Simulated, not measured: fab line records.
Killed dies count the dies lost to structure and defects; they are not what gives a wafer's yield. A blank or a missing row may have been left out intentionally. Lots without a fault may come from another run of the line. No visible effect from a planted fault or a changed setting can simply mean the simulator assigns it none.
Split-lot study | flow n5Finfet | 39 wafers read from 7 lots, route of 1938 steps

## THE SPLIT
At N5_BEOL_M9_DESCUM_16 (chemistry O2, time 7.9 s), the setting timeS was moved away from the recipe's 7.9 s on 15 of the 39 wafers read, by -37.5% to +49.4%. This setting was run at the recipe's value on the other wafers.

Split to reading: the file shows no intervening step.

## THE READING
CAR-ArF_of_BEOL_M9_COAT_05.thkNm (the simulator's own value, which no gauge read), in nm, at N5_BEOL_M9_ETCH_61 (etches SiARC in CF4, target depth 39 nm, time 65 s). The file does not state a usual value for it. Across the 24 wafers here that went through the recipe, the average is 55.6 nm and the standard deviation 0.19 nm.

wafer  | tool, chamber at the split | timeS as run, s | against the recipe | CAR-ArF_of_BEOL_M9_COAT_05.thkNm, nm | against lot-mates on the recipe
L079.1 | rieDiel-05, 2,3,3          | 10.33           | +30.8%             | 54                                   | -1.7
L079.6 | rieDiel-05, 2,3,3          | 10.33           | +30.8%             | 54                                   | -1.7
L079.2 | rieDiel-05, 1,2            | 7.9             | recipe             | 55.6                                 | -
L079.5 | rieDiel-05, 1,2            | 7.9             | recipe             | 55.6                                 | -
L079.3 | rieDiel-05, 0              | 7.9             | recipe             | 55.8                                 | -
L079.4 | rieDiel-05, 2,3,3          | 10.33           | +30.8%             | 54.2                                 | -1.5
L082.1 | rieDiel-01, 2              | 7.9             | recipe             | 55.4                                 | -
L082.2 | rieDiel-01, 3,0,0,3        | 7.9             | recipe             | 55.8                                 | -
L082.3 | rieDiel-01, 3,0,0,3        | 7.9             | recipe             | 55.8                                 | -
L082.5 | rieDiel-01, 3,0,0,3        | 7.9             | recipe             | 55.8                                 | -
L082.4 | rieDiel-01, 1              | 7.9             | recipe             | 55.2                                 | -
L082.6 | rieDiel-01, 3,0,0,3        | 7.9             | recipe             | 55.6                                 | -
L083.1 | rieDiel-06, 2,3            | 7.9             | recipe             | 55.8                                 | -
L083.2 | rieDiel-06, 0,1,3          | 11.8            | +49.4%             | 53.6                                 | -2.2
L083.5 | rieDiel-06, 0,1,3          | 11.8            | +49.4%             | 53.6                                 | -2.2
L083.3 | rieDiel-06, 2,3            | 7.9             | recipe             | 56                                   | -
L083.4 | rieDiel-06, 0,1,3          | 11.8            | +49.4%             | 53.4                                 | -2.4
L083.6 | rieDiel-06, 0              | 7.9             | recipe             | 55.6                                 | -
L081.1 | rieDiel-01, 1,3            | 7.9             | recipe             | 55.6                                 | -
L081.4 | rieDiel-01, 0              | 7.9             | recipe             | 55.6                                 | -
L081.2 | rieDiel-01, 1,3            | 7.9             | recipe             | 55.8                                 | -
L085.1 | rieDiel-06, 0              | 10.46           | +32.4%             | 54.2                                 | -1.3
L085.2 | rieDiel-06, 3              | 10.46           | +32.4%             | 54                                   | -1.5
L085.3 | rieDiel-06, 1              | 10.46           | +32.4%             | 54.4                                 | -1.1
L085.4 | rieDiel-06, 2              | 7.9             | recipe             | 55.8                                 | -
L085.5 | rieDiel-06, 2,3            | 7.9             | recipe             | 55.4                                 | -
L085.6 | rieDiel-06, 2,3            | 7.9             | recipe             | 55.4                                 | -
L091.1 | rieDiel-01, 2              | 4.938           | -37.5%             | 57.2                                 | +1.7
L091.4 | rieDiel-01, 1              | 4.938           | -37.5%             | 57.2                                 | +1.7
L091.5 | rieDiel-01, 2              | 4.938           | -37.5%             | 57.2                                 | +1.7
L091.2 | rieDiel-01, 3              | 7.9             | recipe             | 55.6                                 | -
L091.3 | rieDiel-01, 0,1            | 7.9             | recipe             | 55.4                                 | -
L091.6 | rieDiel-01, 0,1            | 7.9             | recipe             | 55.4                                 | -
L095.1 | rieDiel-01, 3              | 6.41            | -18.9%             | 56.8                                 | +1.2
L095.2 | rieDiel-01, 1              | 7.9             | recipe             | 55.4                                 | -
L095.3 | rieDiel-01, 2              | 7.9             | recipe             | 55.8                                 | -
L095.4 | rieDiel-01, 0              | 6.41            | -18.9%             | 56.6                                 | +1.0
L095.5 | rieDiel-01, 0              | 6.41            | -18.9%             | 56.6                                 | +1.0
L095.6 | rieDiel-01, 3              | 7.9             | recipe             | 55.6                                 | -
Rows listing several chambers each stand for several wafers; the file does not say which wafer went through which chamber.

FIT RESULTS
A straight line over all 39 wafers: CAR-ArF_of_BEOL_M9_COAT_05.thkNm changes by -0.0445 nm for each +1% of timeS; r = -0.98; the points scatter about the line by 0.19 nm.
The same after taking each lot's own level away (the mean of its wafers on the recipe; 39 wafers): -0.0469 nm for each +1%; r = -0.99; scatter 0.17 nm.
Per that fit: largest timeS move, reading shift of 2.3 nm.
Measured against the standard deviation above, the lots' own levels, which go from 55.47 to 55.80 nm, span 1.7 times it.
So the lot-to-lot level changes the slope little: the two slopes agree.
Check: for one of the wafers moved furthest among these (+49.4%), held out of the fit, the line's prediction against its lot-mates is -2.31 nm. Against them it came out at -2.2 nm.

## OTHER SPLITS ON THESE WAFERS
Note: prior to the reading, these wafers also went through further splits. Each is held against what the fit with the lots' levels taken away leaves over:
other split on the same wafers  | wafers away from the commonest value | r with CAR-ArF_of_BEOL_M9_COAT_05.thkNm (lot level and that fit taken away)
N5_BEOL_M8_TRENCH_ETCH_37 timeS | 12                                   | -0.04

## THE WHOLE CHAIN: every reading that the file lists as answering this split, in the file's order
step                 | what it does                                       | reading                                                                           | change (the file's fit)                | r (the file's)
N5_BEOL_M9_DESCUM_16 | chemistry O2, time 7.9 s                           | CAR-ArF_of_BEOL_M9_COAT_05.thkNm (the simulator's own value, which no gauge read) | -0.048 nm for each +1% of the setting  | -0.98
N5_BEOL_M9_ETCH_61   | etches SiARC in CF4, target depth 39 nm, time 65 s | CAR-ArF_of_BEOL_M9_COAT_05.thkNm (the simulator's own value, which no gauge read) | -0.0467 nm for each +1% of the setting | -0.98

## THE FILE'S OWN FIT
CAR-ArF_of_BEOL_M9_COAT_05.thkNm changes by -0.0467 nm for each +1% of timeS, r = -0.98.
